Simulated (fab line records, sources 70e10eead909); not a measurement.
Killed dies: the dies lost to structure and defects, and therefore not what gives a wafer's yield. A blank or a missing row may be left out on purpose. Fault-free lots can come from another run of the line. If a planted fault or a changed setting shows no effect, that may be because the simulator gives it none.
What tool caused it?	flow nandHarc	Sampling: 24 lots, 72 wafers, 6 of 1302 route steps

## WHAT THE GAUGES READ, wafer by wafer
NHARC_A_CONTACT_OVL_MEAS_09.
lot	measured	on	overlayXNm (nm)	overlayYNm (nm)
L074	day 22 16:00	overlay-01	0.2 -0.4 0.0	-1.7 -1.4 -1.3
L075	day 22 17:10	overlay-02	-0.6 -0.4 0.0	-0.3 -0.3 -0.3
L077	day 23 09:32	overlay-02	-0.4 -0.5 -0.9	1.4 1.5 1.4
L076	day 23 10:45	overlay-02	0.8 0.4 -0.2	-0.6 -0.5 -0.8
L078	day 24 03:48	overlay-01	0.0 0.2 -0.3	-1.4 -0.7 -0.8
L080	day 24 17:35	overlay-01	-0.4 -0.1 0.0	-0.2 0.6 0.3
L081	day 24 23:28	overlay-02	0.3 -0.1 0.2	0.6 0.9 0.4
L079	day 25 01:58	overlay-01	0.2 1.1 0.4	0.8 0.6 0.7
L082	day 25 13:04	overlay-01	0.8 0.5 0.4	-0.7 -0.7 -0.8
L083	day 26 09:35	overlay-01	-1.1 -0.5 -0.8	1.4 0.9 0.9
L084	day 26 23:56	overlay-01	-1.2 -1.2 -1.0	-0.4 -0.1 -0.1
L086	day 27 01:49	overlay-01	0.1 -0.4 -0.8	0.6 0.8 0.7
L085	day 27 04:49	overlay-01	-0.2 -0.8 -0.1	2.8 2.0 2.1
L088	day 28 03:22	overlay-01	1.0 0.4 1.0	0.2 -0.2 0.6
L087	day 28 11:59	overlay-02	0.2 -0.2 0.4	0.9 1.2 1.1
L089	day 28 15:16	overlay-01	0.0 0.1 0.2	-0.9 -0.5 -0.9
L090	day 28 19:02	overlay-01	-1.0 -1.0 -0.3	-0.8 -0.9 -0.8
L091	day 29 01:26	overlay-01	0.7 0.9 0.3	0.9 0.4 1.0
L092	day 30 09:57	overlay-01	-1.5 -1.4 -1.2	0.5 0.7 0.1
L093	day 30 18:01	overlay-01	0.8 0.9 0.9	0.6 0.4 0.7
L095	day 30 23:12	overlay-02	1.0 1.3 0.5	1.2 0.6 0.7
L094	day 31 01:02	overlay-01	0.4 -0.2 0.5	1.5 1.6 1.4
L096	day 31 23:23	overlay-01	-2.2 -1.7 -1.9	0.8 -0.1 0.3
L097	day 32 00:29	overlay-02	0.1 0.1 0.1	-0.1 0.7 0.2

## WHICH TOOL RAN EACH LOT (tool, then ch and the chambers of the sampled wafers, then the start)
lot	NHARC_A_CONTACT_DESCUM_74	NHARC_A_CONTACT_ETCH_76	NHARC_A_CONTACT_ETCH_126	NHARC_A_CONTACT_ETCH_130	NHARC_A_CONTACT_ETCH_106
L074	rieDiel-04 ch 0,2, day 22 04:32	rieDiel-04 ch 0,3, day 22 06:46 or earlier	harCapEtch-02 ch 0,1, day 22 06:46	harCapEtch-02 ch 0,1, day 22 07:28	rieDiel-03 ch 0,2,3, day 22 09:21
L075	rieDiel-04 ch 0,3, day 22 09:31	rieDiel-04 ch 1,2,3, day 22 11:27 or earlier	harCapEtch-01 ch 0,1, day 22 11:27	harCapEtch-01 ch 0,1, day 22 12:10	rieDiel-04 ch 0,1,3, day 22 13:58
L077	rieDiel-04 ch 0,1,3, day 23 01:25	rieDiel-04 ch 0,2, day 23 03:21 or earlier	harCapEtch-03 ch 0,1, day 23 03:21	harCapEtch-03 ch 0,1, day 23 04:04	rieDiel-05 ch 0,1,2, day 23 06:15
L076	rieDiel-05 ch 2,3, day 23 01:40	rieDiel-05 ch 1,2,3, day 23 03:40 or earlier	harCapEtch-01 ch 0,1, day 23 03:40	harCapEtch-01 ch 0,1, day 23 04:23	rieDiel-05 ch 1,2,3, day 23 06:46
L078	rieDiel-04 ch 2,3, day 23 16:37	rieDiel-04 ch 1,2,3, day 23 18:32 or earlier	harCapEtch-02 ch 0,1, day 23 18:32	harCapEtch-02 ch 0,1, day 23 19:14	rieDiel-03 ch 0,1, day 23 21:04
L080	rieDiel-03 ch 0,2, day 24 09:30	rieDiel-03 ch 0,2, day 24 11:27 or earlier	harCapEtch-01 ch 0,1, day 24 11:27	harCapEtch-01 ch 0,1, day 24 12:10	rieDiel-05 ch 0,2,3, day 24 13:59
L081	rieDiel-05 ch 0,1,2, day 24 15:52	rieDiel-05 ch 0,1,3, day 24 17:49 or earlier	harCapEtch-02 ch 0,1, day 24 17:49	harCapEtch-02 ch 0,1, day 24 18:31	rieDiel-03 ch 1,2, day 24 20:20
L079	rieDiel-05 ch 0,1,2, day 24 18:14	rieDiel-05 ch 0,2,3, day 24 20:10 or earlier	harCapEtch-01 ch 0,1, day 24 20:10	harCapEtch-01 ch 0,1, day 24 20:52	rieDiel-04 ch 1,2,3, day 24 22:40
L082	rieDiel-03 ch 0,2,3, day 25 05:32	rieDiel-03 ch 2,3, day 25 07:29 or earlier	harCapEtch-02 ch 0,1, day 25 07:29	harCapEtch-02 ch 0,1, day 25 08:11	rieDiel-04 ch 0,1, day 25 09:59
L083	rieDiel-04 ch 0,3, day 26 00:20	rieDiel-04 ch 0,1, day 26 02:20 or earlier	harCapEtch-02 ch 0,1, day 26 02:20	harCapEtch-02 ch 0,1, day 26 03:03	rieDiel-03 ch 2,3, day 26 05:01
L084	rieDiel-04 ch 1,2,3, day 26 12:47	rieDiel-04 ch 2,3, day 26 14:44 or earlier	harCapEtch-03 ch 0,1, day 26 14:44	harCapEtch-03 ch 0,1, day 26 15:27	rieDiel-05 ch 0,1,3, day 26 17:16
L086	rieDiel-04 ch 0,1,2, day 26 18:04	rieDiel-04 ch 1,2,3, day 26 19:58 or earlier	harCapEtch-02 ch 0,1, day 26 19:58	harCapEtch-02 ch 0,1, day 26 20:40	rieDiel-03 ch 0,1,3, day 26 22:32
L085	rieDiel-04 ch 0,3, day 26 21:10	rieDiel-04 ch 0,1,3, day 26 23:05 or earlier	harCapEtch-01 ch 0,1, day 26 23:05	harCapEtch-01 ch 0,1, day 26 23:47	rieDiel-04 ch 0,1,3, day 27 01:37
L088	rieDiel-04 ch 0,3, day 27 18:44	rieDiel-04 ch 0,3, day 27 20:58 or earlier	harCapEtch-01 ch 0,1, day 27 20:58	harCapEtch-01 ch 0,1, day 27 21:41	rieDiel-04 ch 1,2,3, day 27 23:29
L087	rieDiel-03 ch 0,1, day 27 23:13	rieDiel-03 ch 0,1,2, day 28 01:08 or earlier	harCapEtch-01 ch 0,1, day 28 01:08	harCapEtch-01 ch 0,1, day 28 01:50	rieDiel-04 ch 0,1, day 28 03:40
L089	rieDiel-03 ch 0,1,3, day 28 06:35	rieDiel-03 ch 2,3, day 28 08:32 or earlier	harCapEtch-01 ch 0,1, day 28 08:32	harCapEtch-01 ch 0,1, day 28 09:14	rieDiel-05 ch 0,2,3, day 28 11:01
L090	rieDiel-04 ch 0,1,3, day 28 09:55	rieDiel-04 ch 1,3, day 28 11:50 or earlier	harCapEtch-03 ch 0,1, day 28 11:50	harCapEtch-03 ch 0,1, day 28 12:32	rieDiel-04 ch 2,3, day 28 14:22
L091	rieDiel-04 ch 2,3, day 28 17:29	rieDiel-04 ch 1,2, day 28 19:41 or earlier	harCapEtch-03 ch 0,1, day 28 19:41	harCapEtch-03 ch 0,1, day 28 20:23	rieDiel-04 ch 0,3, day 28 22:13
L092	rieDiel-04 ch 1,2, day 30 02:14	rieDiel-04 ch 0,1,3, day 30 04:09 or earlier	harCapEtch-02 ch 0,1, day 30 04:09	harCapEtch-02 ch 0,1, day 30 04:52	rieDiel-04 ch 0,2,3, day 30 06:48
L093	rieDiel-04 ch 1,2, day 30 08:28	rieDiel-04 ch 0,1, day 30 10:32 or earlier	harCapEtch-02 ch 0,1, day 30 10:32	harCapEtch-02 ch 0,1, day 30 11:15	rieDiel-05 ch 0,2,3, day 30 13:32
L095	rieDiel-03 ch 1,2,3, day 30 15:27	rieDiel-03 ch 0,1,2, day 30 17:35 or earlier	harCapEtch-01 ch 0,1, day 30 17:35	harCapEtch-01 ch 0,1, day 30 18:17	rieDiel-03 ch 0,2,3, day 30 20:07
L094	rieDiel-03 ch 2,3, day 30 15:53	rieDiel-03 ch 0,2, day 30 18:17 or earlier	harCapEtch-02 ch 0,1, day 30 18:17	harCapEtch-02 ch 0,1, day 30 19:00	rieDiel-03 ch 0,1,3, day 30 20:48
L096	rieDiel-04 ch 1,3, day 31 11:07	rieDiel-04 ch 0,2, day 31 13:02 or earlier	harCapEtch-02 ch 0,1, day 31 13:02	harCapEtch-02 ch 0,1, day 31 13:45	rieDiel-05 ch 1,2,3, day 31 15:35
L097	rieDiel-05 ch 0,1,3, day 31 11:47	rieDiel-05 ch 0,2,3, day 31 13:47 or earlier	harCapEtch-01 ch 0,1, day 31 13:47	harCapEtch-01 ch 0,1, day 31 14:29	rieDiel-05 ch 0,2,3, day 31 16:19
- NHARC_A_CONTACT_DESCUM_74: chemistry O2, time 3 s.
- NHARC_A_CONTACT_ETCH_76: etches the open film in N2/H2, target depth 260 nm, time 475.3 s.
- NHARC_A_CONTACT_ETCH_126: etches the open film in C4F8/O2/Ar, time 197 s, target depth 1918 nm.
- NHARC_A_CONTACT_ETCH_130: etches the open film in C4F8/O2/Ar, time 197 s, target depth 1918 nm.
- NHARC_A_CONTACT_ETCH_106: etches the open film in CF4/O2, target depth 90 nm, overetch 9 nm, time 49.5 s.

## WHAT THE TOOLS THEMSELVES READ (means of the sampled wafers that have a number; where no wafer has one, the mark that the record gives instead)
NHARC_A_CONTACT_DESCUM_74.
lot	tool	drypumpMotorCurrentA (A)	oesProductAu (a.u.)	rfVppV (V)	showerheadPlenumPTorr (Torr)	throttleValvePct (%)
L074	rieDiel-04	5.4	0.995	57.7	1.86	11.322
L075	rieDiel-04	5.3	0.987	57.6	1.85	11.316
L077	rieDiel-04	6.0	0.999	57.9	1.93	11.304
L076	rieDiel-05	5.5	1.000	58.0	1.92	11.307
L078	rieDiel-04	6.5	1.000	57.3	1.88	11.308
L080	rieDiel-03	6.0	1.010	58.2	1.95	11.316
L081	rieDiel-05	5.7	1.002	57.1	1.85	11.308
L079	rieDiel-05	5.7	1.003	57.8	1.85	11.318
L082	rieDiel-03	5.8	1.008	59.1	1.97	11.298
L083	rieDiel-04	5.9	0.994	56.9	1.86	11.308
L084	rieDiel-04	6.5	1.001	58.0	1.94	11.308
L086	rieDiel-04	5.9	0.994	58.3	1.93	11.311
L085	rieDiel-04	5.3	0.999	58.6	1.84	11.304
L088	rieDiel-04	5.4	1.003	58.4	1.84	11.315
L087	rieDiel-03	6.0	0.993	58.9	1.93	11.305
L089	rieDiel-03	6.0	0.997	57.4	1.98	11.309
L090	rieDiel-04	5.9	1.000	57.6	1.92	11.307
L091	rieDiel-04	6.5	0.995	57.6	1.87	11.320
L092	rieDiel-04	6.5	0.992	57.8	2.00	11.308
L093	rieDiel-04	6.4	0.993	57.8	2.00	11.314
L095	rieDiel-03	5.5	0.998	57.5	1.95	11.316
L094	rieDiel-03	5.2	1.007	58.3	1.94	11.316
L096	rieDiel-04	6.5	0.995	57.5	1.99	11.312
L097	rieDiel-05	5.9	0.986	56.5	1.85	11.313

NHARC_A_CONTACT_ETCH_76.
lot	tool	drypumpMotorCurrentA (A)	n2FlowSccm (sccm)	oesProductAu (a.u.)	rfVppV (V)	showerheadPlenumPTorr (Torr)	throttleValvePct (%)
L074	rieDiel-04	5.9	150.1	0.995	429.1	1.98	14.169
L075	rieDiel-04	6.5	150.1	0.998	431.3	2.07	14.167
L077	rieDiel-04	5.9	149.5	0.989	429.7	2.00	14.168
L076	rieDiel-05	5.7	149.8	0.987	429.3	2.00	14.176
L078	rieDiel-04	6.5	150.2	0.993	430.7	2.07	14.169
L080	rieDiel-03	5.4	150.3	1.015	430.5	2.05	14.177
L081	rieDiel-05	5.9	149.6	1.005	428.9	1.99	14.174
L079	rieDiel-05	5.6	149.6	1.004	431.6	2.04	14.183
L082	rieDiel-03	5.6	149.9	1.004	433.4	2.14	14.166
L083	rieDiel-04	5.9	150.3	0.996	432.1	2.12	14.160
L084	rieDiel-04	6.4	150.1	0.998	429.3	2.01	14.176
L086	rieDiel-04	6.5	150.4	0.997	430.7	2.07	14.185
L085	rieDiel-04	5.9	150.3	0.992	429.7	2.05	14.178
L088	rieDiel-04	5.4	149.6	0.997	428.3	1.96	14.174
L087	rieDiel-03	5.7	149.7	1.002	431.0	2.05	14.169
L089	rieDiel-03	5.6	150.1	0.990	433.2	2.14	14.184
L090	rieDiel-04	6.4	149.9	0.996	433.1	2.13	14.179
L091	rieDiel-04	6.5	149.9	0.996	432.9	2.14	14.176
L092	rieDiel-04	5.9	149.5	0.992	430.9	2.04	14.173
L093	rieDiel-04	5.9	149.9	0.989	432.7	2.12	14.169
L095	rieDiel-03	5.7	150.1	1.003	430.2	2.04	14.176
L094	rieDiel-03	6.0	150.3	0.991	431.6	2.06	14.171
L096	rieDiel-04	5.3	150.2	1.011	428.7	1.96	14.168
L097	rieDiel-05	5.6	150.0	0.996	430.0	2.02	14.177

NHARC_A_CONTACT_ETCH_106.
lot	tool	drypumpMotorCurrentA (A)	oesProductAu (a.u.)	rfVppV (V)	showerheadPlenumPTorr (Torr)	throttleValvePct (%)
L074	rieDiel-03	5.8	0.997	198.1	1.38	13.387
L075	rieDiel-04	5.9	1.003	197.5	1.34	13.392
L077	rieDiel-05	5.7	0.994	197.2	1.29	13.397
L076	rieDiel-05	5.7	0.988	196.5	1.31	13.391
L078	rieDiel-03	6.0	0.994	197.9	1.36	13.394
L080	rieDiel-05	5.6	0.997	196.5	1.33	13.402
L081	rieDiel-03	5.2	1.003	198.0	1.34	13.403
L079	rieDiel-04	6.4	0.996	198.0	1.35	13.402
L082	rieDiel-04	5.9	0.984	199.8	1.39	13.394
L083	rieDiel-03	5.6	1.001	199.3	1.40	13.406
L084	rieDiel-05	5.8	0.996	196.8	1.30	13.396
L086	rieDiel-03	6.0	1.000	198.9	1.38	13.386
L085	rieDiel-04	5.9	0.990	197.8	1.34	13.398
L088	rieDiel-04	6.4	0.996	197.7	1.35	13.389
L087	rieDiel-04	5.4	0.996	196.9	1.33	13.397
L089	rieDiel-05	5.6	0.993	198.2	1.33	13.402
L090	rieDiel-04	6.4	1.001	196.8	1.31	13.404
L091	rieDiel-04	5.9	0.991	196.9	1.29	13.398
L092	rieDiel-04	5.9	0.994	197.4	1.30	13.400
L093	rieDiel-05	5.6	1.001	196.9	1.32	13.394
L095	rieDiel-03	5.8	1.002	198.3	1.37	13.389
L094	rieDiel-03	6.0	0.997	199.2	1.37	13.387
L096	rieDiel-05	5.8	0.988	197.3	1.30	13.402
L097	rieDiel-05	5.6	0.992	197.3	1.32	13.395

## THE ANSWER, worked out from the rows above alone
Rule: what is usual is taken from the lots themselves. Put in order of their means at a reading, lots are off if they are a third of the lots or fewer, leave a main group of 4 or more, and stand apart from it by a gap of 3 or more times the standard deviation of the main group's means; of several such gaps the widest counts. If all means in a main group match to the digits the tables above print for the reading, that group is not used. A lot without any number at a reading at which 4 lots or more have one is off too. Where the step has rows for the other lots, those lots are counted as sound. The gauges are gone through in route order, then the tools' own readings, and for those a lot's mean is taken as printed above. The first step at which some lot is off is used, and at that step the reading that is off furthest; a lot without a number counts as furthest.
None of the lots is off at any reading shown; this tells nothing.

## WHAT THE SIMULATOR PUT IN
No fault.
